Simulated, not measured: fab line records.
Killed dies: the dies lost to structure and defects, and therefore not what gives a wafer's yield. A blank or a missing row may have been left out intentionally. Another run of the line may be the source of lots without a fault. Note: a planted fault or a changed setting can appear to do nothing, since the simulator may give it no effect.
Comparing a struck lot with a sound one -- flow n5 finfet -- 14 steps out of a route of 1938
Sound: wafers L936.1, L936.5, L936.6. The struck wafers were L944.3, L944.5, L944.6. The cause is named last.
Per side, at each step with rows, come the tool, then ch with its chambers, and then its first start. Under that, the readings that differ: sound wafers -- struck wafers -- difference of the means -- sigmas: that difference in standard deviations of wafers without a fault.
alike: words and numbers the same on both sides, and readings whose means are apart by under 2 such deviations; not compared: readings that were withheld, readings missing a value for some wafer, numbers with overlapping values and no deviation given by the record, and bounds like >300 which may hide the same value.
Wherever a step has rows on one side only, a row that says differs or no value, or a row with sigmas, the two part there. Numbers that don't overlap but have no deviation are shown without sigmas and don't part them. A reading missing from all wafers of one side parts the sides only when that side holds two or more wafers.

first, 7 steps without rows for these wafers: N5_BEOL_M8_COAT_71 (time 60 s, resist thk 5 nm); N5_BEOL_M8_COAT_22 (resist thk 30 nm); N5_BEOL_M8_EBR_24; N5_BEOL_M8_SOFTBAKE_23 (time 60 s); N5_BEOL_M8_EXPOSE_25 (exposes mask V7, target cd 40 nm); N5_BEOL_M8_PEB_26 (peb time 60 s); N5_BEOL_M8_DEVELOP_27 (develop time 30 s).
N5_BEOL_M8_CD_MEAS_28 targets a cd of 40 nm.
  sound on cd sem-02 ch 0, day 10 23:09; struck on cd sem-02 ch 0, day 12 05:08
  alike: cd nm
N5_BEOL_M8_OVL_MEAS_29:
  sound on overlay-02 ch 0, day 10 23:11; struck on overlay-02 ch 0, day 12 05:10
  alike: V7_OVL
N5_BEOL_M8_INSPECT_30: inspects for defects (brightfield).
  struck on defect inspect-02, day 12 05:13; sound on defect inspect-02, day 10 23:14
  alike: raw defect count
N5_BEOL_M8_DESCUM_33: chemistry O2, time 7 s.
  sound on rie diel-04 ch 0,2, day 11 00:59; struck on rie diel-04 ch 0,1, day 12 05:44
reading,sound,struck,difference,sigmas
oes product au (a.u.),1.03 1.03 0.86,0.73 0.86 0.73,-0.20,-2
  alike: drypump motor current A, rf vpp V, showerhead plenum p Torr, throttle valve pct
  not compared: rf hours counter h
N5_BEOL_M8_ETCH_72: etches underlayer in N2/H2, target depth 6.5 nm, time 5.2 s.
  sound on rie diel-04 ch 0,2, day 11 01:01; struck on rie diel-04 ch 0,1, day 12 05:46
reading,sound,struck,difference,sigmas
oes product au (a.u.),0.87 0.87 0.73,0.61 0.73 0.62,-0.17,-2
  alike: drypump motor current A, etch rf on time s, rf vpp V, showerhead plenum p Torr, throttle valve pct
  not compared: rf hours counter h
N5_BEOL_M8_ETCH_65: etches SiARC in CF4, target depth 15.6 nm, time 26 s.
  sound on rie diel-04 ch 0,2, day 11 01:02; struck on rie diel-04 ch 0,1, day 12 05:47
reading,sound,struck,difference,sigmas
cf4 flow sccm (sccm),99.81 100.28 100.57,70.10 69.89 69.87,-30.27,-99 or more
etch rf on time s (s),25.6 25.8 25.9,27.3 26.8 27.4,+1.4,+3
oes product au (a.u.),0.87 0.88 0.74,0.60 0.70 0.60,-0.20,-3
showerhead plenum p Torr (Torr),2.11 2.11 2.28,1.99 2.04 1.99,-0.16,-2
throttle valve pct (%),15.31 15.31 15.36,14.38 14.13 14.38,-1.03,-7
  alike: drypump motor current A, rf vpp V
  not compared: rf hours counter h
N5_BEOL_M8_ETCH_66: etches SOC in N2/H2, target depth 80 nm, overetch 16 nm, time 120 s.
  sound on rie diel-04 ch 0,2, day 11 01:04; struck on rie diel-04 ch 0,1, day 12 05:49
reading,sound,struck,difference,sigmas
oes product au (a.u.),0.77 0.77 0.66,0.56 0.65 0.55,-0.15,-2
  alike: drypump motor current A, rf vpp V, showerhead plenum p Torr, throttle valve pct
  not compared: rf hours counter h

## WHERE THEY PART
At N5_BEOL_M8_DESCUM_33 first; at N5_BEOL_M8_ETCH_66 last (within this record only).

WHY: what the simulator had put in
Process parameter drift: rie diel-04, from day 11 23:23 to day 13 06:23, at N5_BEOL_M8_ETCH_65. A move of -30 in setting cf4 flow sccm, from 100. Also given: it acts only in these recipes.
